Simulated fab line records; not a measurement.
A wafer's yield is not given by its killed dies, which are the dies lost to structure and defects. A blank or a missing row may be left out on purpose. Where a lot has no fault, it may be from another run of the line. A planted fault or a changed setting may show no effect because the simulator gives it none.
fab line records | flow nand_harc
record: lots: 12 | wafers: 36 | last_day: 25
route steps=1159 shown A_SLIT@790 A_SIN_REMOVE@808 END@1159
lots that met no fault: from a run of the same line without faults
start_h: the number of hours between the record's first day and the start of the first shown wafer of the lot | wait_h: time in hours since the lot's previous step | " same as the row above | L1.1+2: one row covering several wafers at once | - either no value or no given start | * or withheld: withheld | < > ~ a bound
route shown NAME@n: a module of which the file shows steps, and the number in the route of the first | usual: average and standard deviation across the fault-free wafers | same: alike in all rows | chamber/n: place in a boat | sites: each site's reading | _std_site: the standard deviation of these | _edge_site: the outer-site mean with the inner-site mean subtracted | radius_mm: for every site, how far away it sits from the centre of the wafer | mask NAME#n: copy n | behind: the most recent tool/chamber to have shaped the wafer | hold: what put the lot on hold/how long, in hours/how the hold closed | device: the n, p or np transistor that did not switch | end of line: at the end of the route, the tests of the same wafers | a step with no rows: only its recipe | killed: the dies lost at the first sort to structure and to defects; this is not the yield of the wafer | map: a wafer's dies, marking killed ones x, the rest . and places with no die _
set.NAME: the setting as run; set.NAME@STEP: as run at that earlier step | model.NAME: the simulator's own value behind a step, which no gauge read
steps of the route over a sample of lots; a table a step, a row a wafer
services: the hour from which a tool's chamber was out of use, counted from the record's first day as start_h (under 0 if before that day), plus the number of hours and why
== steps ==
step: NHARC_A_SLIT_CD_MEAS_09
recipe: target_cd_nm: 300 | landing_energy_ev: 500
usual: cd_nm: 300.0/0.47
lot.wafer | tool      | chamber | start_h | wait_h | cd_nm
L978.3    | cd_sem-01 | 0       | 311.32  | -      | 300.2
L978.5    | "         | 0       | "       | "      | 300.2
L978.6    | "         | 0       | "       | "      | 300.2
L981.2    | cd_sem-03 | 0       | 321.71  | -      | 300.1
L981.3    | "         | 0       | "       | "      | 300.3
L981.5    | "         | 0       | "       | "      | 300.6
L982.2    | cd_sem-01 | 0       | 343.38  | -      | 300.5
L982.3    | "         | 0       | "       | "      | 300.4
L982.6    | "         | 0       | "       | "      | 300.9
L984.2    | cd_sem-02 | 0       | 372.30  | -      | 299.7
L984.4    | "         | 0       | "       | "      | 300.4
L984.5    | "         | 0       | "       | "      | 300.0
L991.1    | cd_sem-01 | 0       | 391.37  | -      | 299.0
L991.3    | "         | 0       | "       | "      | 300.0
L991.5    | "         | 0       | "       | "      | 299.9
L992.1    | cd_sem-02 | 0       | 392.47  | -      | 300.4
L992.2    | "         | 0       | "       | "      | 300.5
L992.4    | "         | 0       | "       | "      | 300.8
L994.1    | cd_sem-01 | 0       | 406.28  | -      | 299.6
L994.4    | "         | 0       | "       | "      | 299.4
L994.6    | "         | 0       | "       | "      | 299.6
L993.2    | cd_sem-03 | 0       | 415.50  | -      | 300.7
L993.4    | "         | 0       | "       | "      | 301.0
L993.5    | "         | 0       | "       | "      | 300.5
L996.1    | cd_sem-03 | 0       | 426.24  | -      | 300.6
L996.3    | "         | 0       | "       | "      | 300.8
L996.4    | "         | 0       | "       | "      | 301.0
L999.2    | cd_sem-02 | 0       | 447.70  | -      | 300.3
L999.5    | "         | 0       | "       | "      | 300.4
L999.6    | "         | 0       | "       | "      | 300.8
L101.1    | cd_sem-03 | 0       | 449.19  | -      | 299.7
L101.2    | "         | 0       | "       | "      | 300.3
L101.5    | "         | 0       | "       | "      | 299.7
L100.1    | cd_sem-01 | 0       | 454.53  | -      | 299.7
L100.5    | "         | 0       | "       | "      | 300.0
L100.6    | "         | 0       | "       | "      | 299.3
step: NHARC_A_SLIT_ETCH_26
recipe: bias_v: 400 | source_w: 2000 | pressure_mtorr: 25 | time_s: 90 | ar_flow_sccm: 375 | c4f8_flow_sccm: 41.7 | o2_flow_sccm: 83.3 | target_depth_a: 4000 | chemistry: C4F8/O2/Ar
usual: drypump_motor_current_A: 5.3/0.45 | mfc_ar_sccm: 375.0/1.2 | showerhead_plenum_p_Torr: 3.67/0.072 | throttle_valve_pct: 27.620/0.0099
lot.wafer | tool        | chamber | start_h | wait_h | drypump_motor_current_A | mfc_ar_sccm | rf_hours_counter_h | showerhead_plenum_p_Torr | throttle_valve_pct
L978.3    | har_etch-02 | 0       | 314.82  | 0.6    | 5.8                     | 375.3       | -                  | 3.79                     | 27.629
L978.5    | "           | 1       | "       | "      | 4.8                     | 374.4       | -                  | 3.69                     | 27.632
L978.6    | "           | 0       | "       | "      | 5.8                     | 375.5       | -                  | 3.79                     | 27.635
L981.2    | har_etch-02 | 0       | 324.18  | 1.0    | 5.8                     | 374.3       | 172                | 3.78                     | 27.610
L981.3    | "           | 1       | "       | "      | 4.8                     | 376.2       | -                  | 3.69                     | 27.632
L981.5    | "           | 0       | "       | "      | 5.8                     | 374.2       | -                  | 3.78                     | 27.615
L982.2    | har_etch-01 | 0       | 346.17  | 1.0    | 5.7                     | 374.0       | 8                  | 3.69                     | 27.614
L982.3    | "           | 0       | "       | "      | 5.7                     | 373.6       | -                  | 3.69                     | 27.624
L982.6    | "           | 1       | "       | "      | 4.9                     | 375.2       | -                  | 3.58                     | 27.595
L984.2    | har_etch-02 | 1       | 375.12  | 1.2    | 4.8                     | 373.9       | 195                | 3.67                     | 27.620
L984.4    | "           | 1       | "       | "      | 4.8                     | 374.0       | -                  | 3.67                     | 27.616
L984.5    | "           | 1       | "       | "      | 4.8                     | 372.7       | -                  | 3.67                     | 27.619
L991.1    | har_etch-01 | 0       | 393.84  | 1.0    | 5.7                     | 376.0       | 32                 | 3.67                     | 27.618
L991.3    | "           | 1       | "       | "      | 4.9                     | 375.2       | -                  | 3.57                     | 27.613
L991.5    | "           | 1       | "       | "      | 4.8                     | 375.0       | -                  | 3.57                     | 27.624
L992.2    | har_etch-01 | 1       | 395.48  | 1.2    | 4.9                     | 374.5       | 34                 | 3.57                     | 27.625
L992.1    | "           | 0       | "       | "      | 5.7                     | 375.6       | 34                 | 3.67                     | 27.620
L992.4    | "           | 1       | "       | "      | 4.9                     | 376.0       | -                  | 3.57                     | 27.628
L994.1    | har_etch-01 | 1       | 412.80  | 1.0    | 4.9                     | 374.6       | 45                 | 3.56                     | 27.619
L994.4    | "           | 1       | "       | "      | 4.9                     | 372.6       | -                  | 3.56                     | 27.618
L994.6    | "           | 1       | "       | "      | 4.9                     | 374.6       | -                  | 3.56                     | 27.624
L993.2    | har_etch-02 | 0       | 417.99  | 1.0    | 5.8                     | 377.0       | 216                | 3.76                     | 27.627
L993.4    | "           | 0       | "       | "      | 5.8                     | 376.8       | -                  | 3.76                     | 27.615
L993.5    | "           | 1       | "       | "      | 4.8                     | 374.8       | -                  | 3.66                     | 27.604
L996.1    | har_etch-02 | 0       | 428.65  | 1.2    | 5.8                     | 376.5       | 218                | 3.76                     | 27.602
L996.4    | "           | 0       | "       | "      | 5.8                     | 374.0       | -                  | 3.76                     | 27.615
L996.3    | "           | 1       | "       | "      | 4.8                     | 374.9       | -                  | 3.66                     | 27.638
L999.2    | har_etch-01 | 1       | 450.33  | 1.0    | 4.9                     | 375.6       | 57                 | 3.55                     | 27.624
L999.5    | "           | 0       | "       | "      | 5.7                     | 373.6       | -                  | 3.66                     | 27.620
L999.6    | "           | 1       | "       | "      | 4.9                     | 374.4       | -                  | 3.55                     | 27.626
L101.2    | har_etch-02 | 1       | 451.64  | 1.3    | 4.8                     | 374.6       | 229                | 3.65                     | 27.624
L101.1    | "           | 0       | "       | "      | 5.8                     | 373.3       | 229                | 3.75                     | 27.614
L101.5    | "           | 1       | "       | "      | 4.8                     | 375.6       | -                  | 3.65                     | 27.618
L100.1    | har_etch-01 | 1       | 459.44  | 1.2    | 4.9                     | 375.9       | 62                 | 3.55                     | 27.610
L100.6    | "           | 1       | "       | "      | 4.9                     | 374.3       | -                  | 3.55                     | 27.626
L100.5    | "           | 0       | "       | "      | 5.7                     | 374.7       | -                  | 3.66                     | 27.604
step: NHARC_A_SLIT_STRIP_28
recipe: o2_flow_sccm: 400 | cos_flow_sccm: 20 | ar_flow_sccm: 0 | bias_w: 0 | chemistry: O2/COS
lot.wafer  | tool        | chamber | start_h | wait_h
L978.3+5+6 | rie_diel-08 | 1,0,1   | 315.26  | 0.4
L981.2+3+5 | rie_diel-08 | 2,0,2   | 324.67  | 0.5
L982.3+2+6 | rie_diel-13 | 2,3,1   | 346.68  | 0.4
L984.4+2+5 | rie_diel-08 | 0,2,0   | 375.64  | 0.4
L991.1+3+5 | rie_diel-08 | 2,1,1   | 394.33  | 0.5
L992.1+2+4 | rie_diel-13 | 3,1,2   | 396.00  | 0.5
L994.1+4+6 | rie_diel-11 | 1,0,1   | 413.29  | 0.5
L993.2+4+5 | rie_diel-13 | 2,0,2   | 418.49  | 0.5
L996.1+3+4 | rie_diel-11 | 3,0,1   | 429.18  | 0.5
L999.2+5+6 | rie_diel-11 | 1,2,3   | 450.85  | 0.5
L101.1+2+5 | rie_diel-11 | 0,1,1   | 452.17  | 0.5
L100.1+5+6 | rie_diel-11 | 1,0,1   | 459.98  | 0.5
step: NHARC_A_SLIT_ETCH_29
recipe: target_depth_a: 1000 | overetch_a: 100 | time_s: 55 | ion_energy_ev: 100 | cf4_flow_sccm: 80 | o2_flow_sccm: 20 | ar_flow_sccm: 0 | rf_w: 300 | bias_w: 100 | chemistry: CF4/O2
usual: drypump_motor_current_A: 6.0/0.36 | mfc_ar_sccm: 0.007/0.01 | oes_ar_750_au: 1.000/0.0047 | oes_f_703_au: 1.000/0.0052 | oes_product_au: 0.999/0.007 | rf_vpp_V: 197.8/1.5 | showerhead_plenum_p_Torr: 1.34/0.064 | throttle_valve_pct: 13.397/0.0094
lot.wafer | tool        | chamber | start_h | wait_h | drypump_motor_current_A | mfc_ar_sccm | oes_ar_750_au | oes_f_703_au | oes_product_au | rf_hours_counter_h | rf_vpp_V | showerhead_plenum_p_Torr | throttle_valve_pct
L978.3    | rie_diel-08 | 3       | 315.36  | 0.1    | 6.2                     | 0.034       | 1.005         | 1.001        | 0.993          | 0.5                | 200.5    | 1.44                     | 13.391
L978.6    | "           | 1       | "       | "      | 6.3                     | 0.016       | 0.999         | 1.004        | 0.989          | -                  | 199.1    | 1.42                     | 13.404
L978.5    | "           | 2       | "       | "      | 5.6                     | 0           | 1.002         | 0.996        | 1.000          | -                  | 195.6    | 1.26                     | 13.396
L981.2    | rie_diel-08 | 1       | 324.76  | 0.1    | 6.2                     | 0.016       | 1.000         | 0.999        | 0.989          | 0.7                | 198.3    | 1.42                     | 13.404
L981.3    | "           | 3       | "       | "      | 6.2                     | 0.034       | 0.999         | 1.008        | 0.994          | 0.8                | 199.3    | 1.44                     | 13.392
L981.5    | "           | 0       | "       | "      | 5.7                     | 0           | 0.994         | 0.992        | 0.998          | -                  | 195.4    | 1.27                     | 13.402
L982.2    | rie_diel-13 | 3       | 346.76  | 0.1    | 6.5                     | 0           | 0.997         | 0.997        | 1.014          | 4.1                | 198.3    | 1.34                     | 13.399
L982.3    | "           | 0       | "       | "      | 6.1                     | 0           | 0.997         | 1.003        | 1.007          | 4.5                | 196.1    | 1.25                     | 13.393
L982.6    | "           | 0       | "       | "      | 6.0                     | 0           | 0.995         | 0.988        | 1.005          | -                  | 195.8    | 1.25                     | 13.395
L984.4    | rie_diel-08 | 2       | 375.73  | 0.1    | 5.6                     | 0           | 1.002         | 0.997        | 1.005          | 4.0                | 195.9    | 1.26                     | 13.382
L984.2    | "           | 0       | "       | "      | 5.7                     | 0           | 0.998         | 0.996        | 1.013          | 4.2                | 196.1    | 1.27                     | 13.384
L984.5    | "           | 3       | "       | "      | 6.2                     | 0.034       | 1.001         | 0.996        | 1.005          | -                  | 200.9    | 1.44                     | 13.394
L991.3    | rie_diel-08 | 2       | 394.49  | 0.1    | 5.6                     | 0           | 1.001         | 0.996        | 1.008          | 4.7                | 196.0    | 1.26                     | 13.393
L991.1    | "           | 3       | "       | "      | 6.2                     | 0.034       | 0.998         | 0.998        | 1.002          | 4.7                | 198.9    | 1.44                     | 13.387
L991.5    | "           | 2       | "       | "      | 5.6                     | 0           | 1.002         | 1.005        | 1.008          | -                  | 196.2    | 1.26                     | 13.374
L992.4    | rie_diel-13 | 1       | 396.10  | 0.1    | 5.6                     | 0.024       | 0.991         | 1.006        | 1.001          | 9.9                | 196.9    | 1.29                     | 13.403
L992.1    | "           | 2       | "       | "      | 6.4                     | 0           | 1.004         | 1.002        | 1.004          | 9.0                | 198.9    | 1.40                     | 13.398
L992.2    | "           | 3       | "       | "      | 6.5                     | 0           | 1.002         | 0.995        | 1.013          | 9.2                | 197.8    | 1.34                     | 13.399
L994.4    | rie_diel-11 | 2       | 413.39  | 0.1    | 5.8                     | 0.004       | 0.998         | 1.006        | 0.997          | 3.0                | 196.4    | 1.29                     | 13.390
L994.1    | "           | 3       | "       | "      | 6.4                     | 0           | 1.002         | 0.998        | 1.004          | 2.4                | 198.5    | 1.35                     | 13.385
L994.6    | "           | 1       | "       | "      | 5.5                     | 0.005       | 1.003         | 1.003        | 0.996          | -                  | 200.0    | 1.41                     | 13.414
L993.2    | rie_diel-13 | 0       | 418.57  | 0.1    | 6.0                     | 0           | 1.000         | 1.006        | 0.999          | 10.1               | 194.3    | 1.25                     | 13.407
L993.4    | "           | 3       | "       | "      | 6.6                     | 0           | 0.993         | 0.996        | 1.008          | 11.2               | 198.0    | 1.34                     | 13.390
L993.5    | "           | 1       | "       | "      | 5.6                     | 0.024       | 0.996         | 0.994        | 0.999          | -                  | 197.7    | 1.29                     | 13.410
L996.1    | rie_diel-11 | 3       | 429.26  | 0.1    | 6.4                     | 0           | 0.995         | 1.006        | 1.006          | 3.6                | 198.4    | 1.35                     | 13.391
L996.4    | "           | 0       | "       | "      | 5.7                     | 0.006       | 0.997         | 0.996        | 0.997          | 3.6                | 196.6    | 1.29                     | 13.395
L996.3    | "           | 1       | "       | "      | 5.5                     | 0.005       | 1.006         | 1.013        | 1.001          | 3.9                | 197.9    | 1.41                     | 13.382
L999.2    | rie_diel-11 | 3       | 450.92  | 0.1    | 6.4                     | 0           | 0.998         | 1.001        | 1.002          | 4.6                | 198.7    | 1.35                     | 13.407
L999.5    | "           | 1       | "       | "      | 5.5                     | 0.005       | 1.015         | 0.998        | 1.002          | -                  | 198.1    | 1.41                     | 13.392
L999.6    | "           | 2       | "       | "      | 5.8                     | 0.004       | 1.000         | 0.992        | 1.004          | -                  | 196.7    | 1.29                     | 13.393
L101.1    | rie_diel-11 | 0       | 452.27  | 0.1    | 5.7                     | 0.006       | 0.997         | 1.003        | 0.994          | 4.7                | 195.9    | 1.29                     | 13.382
L101.2    | "           | 1       | "       | "      | 5.5                     | 0.005       | 1.005         | 1.003        | 0.992          | 5.1                | 200.1    | 1.41                     | 13.402
L101.5    | "           | 3       | "       | "      | 6.4                     | 0           | 1.003         | 0.991        | 0.997          | -                  | 198.8    | 1.35                     | 13.391
L100.1    | rie_diel-11 | 3       | 460.08  | 0.1    | 6.4                     | 0           | 1.005         | 1.000        | 0.985          | 4.9                | 198.7    | 1.35                     | 13.393
L100.5    | "           | 1       | "       | "      | 5.5                     | 0.005       | 0.993         | 0.992        | 0.992          | -                  | 198.9    | 1.41                     | 13.405
L100.6    | "           | 2       | "       | "      | 5.8                     | 0.004       | 1.005         | 1.007        | 1.006          | -                  | 196.9    | 1.29                     | 13.405
step: NHARC_A_SIN_REMOVE_INSPECT_04
usual: raw_defect_count: 307/85
lot.wafer | tool              | chamber | start_h | wait_h | raw_defect_count
L978.3    | defect_inspect-01 | -       | 323.67  | 0.0    | 300
L978.5    | "                 | -       | "       | "      | 233
L978.6    | "                 | -       | "       | "      | 282
L981.2    | defect_inspect-02 | -       | 332.82  | 0.1    | 298
L981.3    | "                 | -       | "       | "      | 470
L981.5    | "                 | -       | "       | "      | 571
L982.2    | defect_inspect-02 | -       | 354.94  | 0.0    | 447
L982.3    | "                 | -       | "       | "      | 283
L982.6    | "                 | -       | "       | "      | 292
L984.2    | defect_inspect-02 | -       | 382.83  | 0.0    | 1031
L984.4    | "                 | -       | "       | "      | 380
L984.5    | "                 | -       | "       | "      | 261
L991.1    | defect_inspect-02 | -       | 402.77  | 0.0    | 1140
L991.3    | "                 | -       | "       | "      | 331
L991.5    | "                 | -       | "       | "      | 313
L992.1    | defect_inspect-01 | -       | 402.78  | 0.0    | 630
L992.2    | "                 | -       | "       | "      | 316
L992.4    | "                 | -       | "       | "      | 357
L994.1    | defect_inspect-02 | -       | 419.90  | 0.0    | 285
L994.4    | "                 | -       | "       | "      | 267
L994.6    | "                 | -       | "       | "      | 266
L993.2    | defect_inspect-01 | -       | 426.81  | 0.0    | 353
L993.4    | "                 | -       | "       | "      | 276
L993.5    | "                 | -       | "       | "      | 402
L996.1    | defect_inspect-01 | -       | 437.45  | 0.0    | 274
L996.3    | "                 | -       | "       | "      | 296
L996.4    | "                 | -       | "       | "      | 338
L999.2    | defect_inspect-01 | -       | 458.76  | 0.0    | 510
L999.5    | "                 | -       | "       | "      | 383
L999.6    | "                 | -       | "       | "      | 377
L101.1    | defect_inspect-02 | -       | 458.77  | 0.0    | 199
L101.2    | "                 | -       | "       | "      | 235
L101.5    | "                 | -       | "       | "      | 308
L100.1    | defect_inspect-02 | -       | 468.26  | 0.0    | 380
L100.5    | "                 | -       | "       | "      | 262
L100.6    | "                 | -       | "       | "      | 276
step: NHARC_END_SORT_01
recipe: temp_c: 25
usual: killed_at_array: 28/8.9 | killed_at_other: 0.8/1.2 | killed_at_periphery: 3.3/2.3 | killed_dies: 32/9.4 | killed_open: 3.2/1.8 | killed_short: 1.9/1.4
same: gross_dies: 677
lot.wafer | tool      | chamber | start_h | wait_h | killed_at_array | killed_at_other | killed_at_periphery | killed_dies | killed_open | killed_short
L982.2    | prober-02 | 0       | 467.78  | 2.8    | 19              | 0               | 4                   | 23          | 2           | 2
L982.3    | prober-02 | 0       | 468.59  | 3.1    | 26              | 1               | 7                   | 34          | 1           | 1
L982.6    | prober-02 | 0       | 471.02  | 4.0    | 20              | 0               | 8                   | 28          | 4           | 2
L984.2    | prober-02 | 0       | 503.40  | 2.8    | 84              | 0               | 4                   | 88          | 3           | 0
L984.4    | prober-02 | 0       | 505.02  | 3.4    | 48              | 0               | 1                   | 49          | 3           | 1
L984.5    | prober-02 | 0       | 505.83  | 3.7    | 38              | 0               | 2                   | 40          | 3           | 2
L991.1    | prober-02 | 0       | 518.27  | 2.5    | 87              | 0               | 1                   | 88          | 5           | 2
L991.3    | prober-02 | 0       | 519.85  | 3.1    | 26              | 3               | 1                   | 30          | 3           | 2
L991.5    | prober-02 | 0       | 521.44  | 3.7    | 35              | 1               | 1                   | 37          | 2           | 3
L994.1    | prober-01 | 0       | 533.03  | 2.5    | 35              | 4               | 9                   | 48          | 5           | 0
L994.4    | prober-01 | 0       | 535.45  | 3.4    | 32              | 3               | 8                   | 43          | 3           | 2
L994.6    | prober-01 | 0       | 537.07  | 4.0    | 26              | 5               | 7                   | 38          | 1           | 3
L993.2    | prober-02 | 0       | 546.08  | 2.8    | 37              | 0               | 8                   | 45          | 7           | 2
L993.4    | prober-02 | 0       | 547.68  | 3.4    | 21              | 0               | 1                   | 22          | 0           | 0
L993.5    | prober-02 | 0       | 548.48  | 3.7    | 45              | 0               | 2                   | 47          | 3           | 1
killed by level:class
L982.2 A_CHANNEL_HOLE_D1:chamber_film_flake=10 A_ZERO_WELL:chamber_film_flake=4 A_STAIRCASE:chamber_film_flake=3 P_GATE:chamber_film_flake=2 P_GATE:geometric_particle:open=1 P_M0:geometric_particle:short=1 A_WL_FILL:geometric_particle:short=1 A_CONTACT:geometric_particle:open=1
L982.3 A_CHANNEL_HOLE_D1:chamber_film_flake=17 A_ZERO_WELL:chamber_film_flake=4 P_GATE:chamber_film_flake=3 A_STAIRCASE:chamber_film_flake=2 P_CONTACT:geometric_particle:open=1 P_M1:geometric_particle:short=1 P_ZERO_WELL:chamber_film_flake=1 P_BONDPAD:chamber_film_flake=1
L982.6 A_CHANNEL_HOLE_D1:chamber_film_flake=15 P_GATE:chamber_film_flake=4 P_GATE:geometric_particle:open=1 P_CONTACT:geometric_particle:open=1 A_CHANNEL_FILL_D1:geometric_particle:short=1 A_SGD_CUT:geometric_particle:open=1 A_CONTACT:geometric_particle:open=1 A_M1:geometric_particle:short=1
L984.2 A_SLIT:unspecified=54 A_SLIT:chamber_film_flake=13 A_CHANNEL_HOLE_D1:chamber_film_flake=12 A_STAIRCASE:chamber_film_flake=2 P_M0:geometric_particle:open=1 A_WL_FILL:geometric_particle:open=1 A_CONTACT:geometric_particle:open=1 P_ZERO_WELL:chamber_film_flake=1
L984.4 A_CHANNEL_HOLE_D1:chamber_film_flake=21 A_SLIT:chamber_film_flake=14 A_STAIRCASE:chamber_film_flake=3 A_CONTACT:chamber_film_flake=3 A_WL_FILL:chamber_film_flake=2 A_SOURCE_PLATE:geometric_particle:open=1 A_SGD_CUT:geometric_particle:open=1 A_WL_FILL:geometric_particle:open=1
L984.5 A_CHANNEL_HOLE_D1:chamber_film_flake=18 A_SLIT:chamber_film_flake=11 A_CONTACT:chamber_film_flake=3 P_M0:geometric_particle:open=2 A_WL_FILL:geometric_particle:short=2 A_CONTACT:geometric_particle:open=1 A_ZERO_WELL:chamber_film_flake=1 A_CHANNEL_FILL_D1:chamber_film_flake=1
L991.1 A_SLIT:unspecified=56 A_CHANNEL_HOLE_D1:chamber_film_flake=18 A_CONTACT:chamber_film_flake=4 A_STAIRCASE:chamber_film_flake=2 P_M0:geometric_particle:open=1 A_ONON_D1:geometric_particle:short=1 A_CHANNEL_FILL_D1:geometric_particle:short=1 A_STAIRCASE:geometric_particle:open=1
L991.3 A_CHANNEL_HOLE_D1:chamber_film_flake=13 A_CONTACT:chamber_film_flake=4 A_STAIRCASE:chamber_film_flake=3 THIN_TSV:chamber_film_flake=3 A_WL_FILL:chamber_film_flake=2 P_M0:geometric_particle:short=1 A_SOURCE_PLATE:geometric_particle:short=1 A_WL_FILL:geometric_particle:open=1
L991.5 A_CHANNEL_HOLE_D1:chamber_film_flake=18 A_CONTACT:chamber_film_flake=6 A_STAIRCASE:chamber_film_flake=5 A_CHANNEL_FILL_D1:geometric_particle:short=2 A_ONON_D1:geometric_particle:short=1 A_CHANNEL_FILL_D1:geometric_particle:open=1 A_M0:geometric_particle:open=1 P_ZERO_WELL:chamber_film_flake=1
L994.1 A_CHANNEL_HOLE_D1:chamber_film_flake=25 P_GATE:chamber_film_flake=6 THIN_TSV:chamber_film_flake=4 A_CONTACT:geometric_particle:open=3 A_CONTACT:chamber_film_flake=3 P_ZERO_WELL:chamber_film_flake=2 A_SOURCE_PLATE:geometric_particle:open=1 A_M0:geometric_particle:open=1
L994.4 A_CHANNEL_HOLE_D1:chamber_film_flake=17 P_GATE:chamber_film_flake=7 A_STAIRCASE:chamber_film_flake=7 A_CONTACT:chamber_film_flake=4 THIN_TSV:chamber_film_flake=3 P_ZERO_WELL:geometric_particle:open=1 A_CHANNEL_HOLE_D1:geometric_particle:short=1 A_CHANNEL_FILL_D1:geometric_particle:open=1
L994.6 A_CHANNEL_HOLE_D1:chamber_film_flake=17 P_GATE:chamber_film_flake=6 THIN_TSV:chamber_film_flake=5 A_STAIRCASE:chamber_film_flake=4 A_CONTACT:chamber_film_flake=2 P_M0:geometric_particle:short=1 A_CONTACT:geometric_particle:short=1 A_CONTACT:geometric_particle:open=1
L993.2 A_SLIT:chamber_film_flake=16 A_STAIRCASE:chamber_film_flake=6 A_CONTACT:chamber_film_flake=6 P_M1:chamber_film_flake=3 P_CONTACT:geometric_particle:open=2 A_CONTACT:geometric_particle:open=2 P_ZERO_WELL:chamber_film_flake=2 A_SOURCE_PLATE:geometric_particle:short=1
L993.4 A_SLIT:chamber_film_flake=11 A_CONTACT:chamber_film_flake=6 A_CHANNEL_HOLE_D1:chamber_film_flake=2 P_ZERO_WELL:chamber_film_flake=1 A_CHANNEL_FILL_D1:chamber_film_flake=1 A_STAIRCASE:chamber_film_flake=1
L993.5 A_SLIT:chamber_film_flake=22 A_CHANNEL_HOLE_D1:chamber_film_flake=7 A_CONTACT:chamber_film_flake=6 A_STAIRCASE:chamber_film_flake=5 A_SOURCE_PLATE:geometric_particle:open=1 A_SOURCE_PLATE:geometric_particle:short=1 A_WL_FILL:geometric_particle:open=1 A_M0:geometric_particle:open=1
== services ==
tool        | chamber | start_h | hours | kind
rie_diel-11 | 0       | 296.50  | -     | clean
rie_diel-11 | 1       | 296.50  | -     | clean
rie_diel-11 | 2       | 296.50  | -     | clean
rie_diel-11 | 3       | 296.50  | -     | clean
rie_diel-13 | 3       | 298.41  | 2.6   | repair
rie_diel-08 | -       | 301.84  | 9.0   | pm
har_etch-01 | -       | 305.00  | 17.0  | pm
rie_diel-11 | 0       | 321.00  | -     | clean
rie_diel-11 | 1       | 321.00  | -     | clean
rie_diel-11 | 2       | 321.00  | -     | clean
rie_diel-11 | 3       | 321.00  | -     | clean
rie_diel-08 | 3       | 325.89  | 2.3   | repair
rie_diel-11 | 0       | 345.50  | -     | clean
rie_diel-11 | 1       | 345.50  | -     | clean
rie_diel-13 | 0       | 347.00  | 20.1  | repair
rie_diel-13 | 2       | 350.29  | 2.4   | repair
rie_diel-11 | -       | 366.50  | 9.0   | pm
rie_diel-13 | 0       | 378.55  | 2.0   | repair
rie_diel-08 | 0       | 392.92  | 10.2  | repair
rie_diel-13 | 2       | 398.01  | 4.8   | repair
rie_diel-11 | 3       | 401.69  | 8.5   | repair
rie_diel-08 | 3       | 434.91  | 8.7   | repair
rie_diel-08 | 2       | 446.19  | 3.8   | repair
rie_diel-13 | -       | 453.10  | 9.0   | pm
== key ==
first_sign: step: NHARC_A_SIN_REMOVE_INSPECT_04 | reading: raw_defect_count | direction: up | sigmas: 9.1 | usual: 307 | struck: 1086
effect: step: NHARC_END_SORT_01 | reading: killed_at_array | direction: up | sigmas: 6.4 | usual: 28 | struck: 86
more_kills_born_at: NHARC_A_SLIT_STRIP_28@rie_diel-08: 110
met_at NHARC_A_SLIT_STRIP_28
struck_lots L984,L991
struck_wafers L984.2,L991.1
tester_left_out L984,L991
not_acting_at NHARC_A_SLIT_CD_MEAS_09,NHARC_A_SLIT_ETCH_26,NHARC_A_SLIT_ETCH_29
onset_between 324.67 375.64
fault: kind: chamber_particle_source | tool: rie_diel-08 | chamber: 2 | onset_h: 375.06 | steps: NHARC_A_SLIT_STRIP_28 | rate_per_visit_cm2: 1.2001 | end_h: 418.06
tester_left_out: of these lots the tester's yield and bins aren't shown, on N5 and GAA mostly nor the transistor test; their killed dies are dies lost to structure and defects alone, not to doping, threshold or leakage, so they don't give the yield
